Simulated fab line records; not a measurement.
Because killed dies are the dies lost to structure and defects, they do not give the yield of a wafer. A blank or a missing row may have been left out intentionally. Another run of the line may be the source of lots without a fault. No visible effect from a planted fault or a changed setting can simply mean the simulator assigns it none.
Comparing a struck lot with a sound one	flow n5 finfet	14 out of 1938 route steps
Sound: the wafers L844.3, L844.5, L844.6. Struck: wafer L831.5 (L831.2, L831.4, from the same lot, were not struck and are left out); the cause is given at the end.
At each step with rows: each side's tool, then ch and its chambers, then its first start. Under that, the readings that differ: sound wafers	struck wafers	difference of the means	sigmas: that difference in standard deviations of wafers without a fault.
alike: a reading whose means differ by less than 2 such deviations, as well as words and numbers matching on both sides. not compared: withheld readings; readings where some wafer has no value; bounds like >300 that might hide an equal value; numbers whose values overlap and for which the record gives no deviation.
A row with sigmas, a row that says differs or no value, or rows on one side alone: a step with any of these is where the two part. Numbers that have no deviation but don't overlap get no sigmas and don't part them. A reading that every wafer of one side lacks parts them only if that side has two wafers or more.

first, 1 step without rows for these wafers: N5_BEOL_M11_TRENCH_ETCH_37 (etches SiCOH lowk in C4F6/O2, target depth 148.83 nm, time 48 s).
N5_BEOL_M11_ETCH_41: etches SiCN in CH3F/O2, target depth 42.6 nm, time 86 s.
  sound: rie diel-04 ch 2,3; struck: rie diel-04 ch 1
  alike: drypump motor current A, oes product au, rf vpp V, showerhead plenum p Torr, throttle valve pct
  not compared: rf hours counter h
N5_BEOL_M11_STRIP_77: strips in N2/H2, time 10 s.
  sound: rie diel-04 ch 2,3; struck: rie diel-04 ch 1
  alike: bias power w, drypump motor current A, oes product au, rf vpp V, showerhead plenum p Torr, throttle valve pct
  not compared: rf hours counter h
N5_BEOL_M11_OCD_MEAS_38:
  sound on ocd-02 at day 15 14:12; struck on ocd-02 at day 12 13:27
  alike: trench depth nm
then, 4 steps without rows for these wafers: N5_BEOL_M11_HM_STRIP_39 (strips TiN in peroxide tin strip, target depth 25 nm, time 158 s); N5_BEOL_M11_SRD_40 (time 30 s); N5_BEOL_M11_PRECLEAN_42 (cleans in residue remover, time 60 s); N5_BEOL_M11_SRD_43 (time 30 s).
N5_BEOL_M11_CD_MEAS_35 targets a cd of 70 nm.
  sound on cd sem-03 at day 15 14:21; struck on cd sem-02 at day 12 13:37
  alike: cd nm
then, 1 step without rows for these wafers: N5_BEOL_M11_CURE_72 (cures SiCOH lowk, time 120 s).
N5_BEOL_M11_DEGAS_44: time 60 s.
  sound on pvd sputter-03 at day 15 14:55; struck on pvd sputter-03 at day 12 14:10
  alike: heater power w
N5_BEOL_M11_PRE_CLEAN_45: time 30 s.
  sound on pvd sputter-03 at day 15 14:57; struck on pvd sputter-03 at day 12 14:12
  alike: heater power w
N5_BEOL_M11_ALD_74: deposits TaN, target thk 2 nm, pulse time 2 s, purge time 3 s.
  sound on ald metal-02 ch 0,2,3, day 15 15:08; struck on ald metal-04 ch 1, day 12 14:16
reading	sound	struck	difference	sigmas
ald cycles	40 40 40	51	+11	
model.TaN_of_BEOL_M11_ALD_74.thk nm (nm)	2 2 2	2.6	+0.6	
  alike: heater power w
N5_BEOL_M11_SURFACE_TREAT_76:
  sound on pvd sputter-02 at day 15 15:28; struck on pvd sputter-03 at day 12 14:34
  not compared: throttle valve pct

== WHERE THEY PART ==
Nowhere in this record.

WHY: whatever the simulator had introduced
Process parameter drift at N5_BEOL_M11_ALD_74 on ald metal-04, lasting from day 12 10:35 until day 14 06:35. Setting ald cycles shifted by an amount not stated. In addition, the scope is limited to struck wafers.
